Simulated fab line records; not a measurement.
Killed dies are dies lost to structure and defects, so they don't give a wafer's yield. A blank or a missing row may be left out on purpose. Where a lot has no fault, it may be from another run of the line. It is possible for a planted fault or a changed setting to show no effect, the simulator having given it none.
Problem report, 8D (eight disciplines) form, completed by code    flow nand harc    the parts of the form that need people (team, actions taken, sign-off) are left out

## 1. THE ISSUE
Wafers without a fault read 28.97, standard deviation 0.031; exposure dose mJ cm2 at NHARC_A_STAIRCASE_EXPOSE_438 reads a mean of 19.95 on 6 wafers belonging to 2 lots. That is -99 or more standard deviations from the usual mean.
The step: exposes mask STAIR REV.
The first sign was on wafer L733.1 at day 25 23:15, on krf scanner-01. Wafers with a number at this step in the record: 36, from 12 lots. By rule, "out" or "out of limits" means more than 4 standard deviations away from the usual mean. All remaining wafers that have a number are taken as sound.

## 2. WHAT IT IS, WHAT IT ISN'T
question                     is                      is not
which readings at this step  exposure dose mJ cm2    -
which lots                   L733, L735              L719, L721, L722, L723, L725, L726, L728, L736, L738, L739
which wafers of those lots   all that have a number  -
read on which tools          krf scanner-01          krf scanner-03, krf scanner-04
when                         from day 25 23:15       up to then (21 sound wafers); but 9 sound wafers of L736, L738, L739 came after

## 3. WHAT RULES OUT EACH SUSPECT
Counting: a tool stays on the suspect list if, at a process step up to the reading, it processed all lots that are out and no sound lot following the first of them.
- krf scanner-01 at NHARC_A_STAIRCASE_EXPOSE_438 (exposes mask STAIR REV): kept. All lots that are out passed through it, beginning with L733 at day 25 23:15, and no sound lot followed; its final sound lot before that point was L726 at day 23 15:17. Out on those wafers are its own readings of exposure dose mJ cm2.
After counting, what remains is krf scanner-01 at NHARC_A_STAIRCASE_EXPOSE_438.

## 4. THE CAUSE (what the simulator had put in)
Process parameter drift: krf scanner-01, from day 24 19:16 on, at NHARC_A_STAIRCASE_EXPOSE_438. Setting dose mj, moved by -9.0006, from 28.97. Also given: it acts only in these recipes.
This tool alone remained once counting was done.

## 5. THE CHAIN OF EFFECTS, in route order
Rows list readings where the struck wafers' mean (over those with a number) sits beyond 3 standard deviations from the usual. Only readings whose record carries a usual standard deviation are examined. hours: median over the lots of the time between each lot's start at the first step of this table that gives one and its start at this step. sigmas: the change, counted in usual standard deviations.
hours  step                          reading               usual  on struck wafers  change  sigmas
0      NHARC_A_STAIRCASE_EXPOSE_438  exposure dose mJ cm2  28.97  19.95             -9.02   -99 or more
The process steps in it:
- NHARC_A_STAIRCASE_EXPOSE_438: exposes mask STAIR REV.

## 6. HOW IT WOULD HAVE BEEN CAUGHT EARLIER
In this record no reading fell out of limits until day 25 23:15, 28 hours after the fault had begun at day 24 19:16.
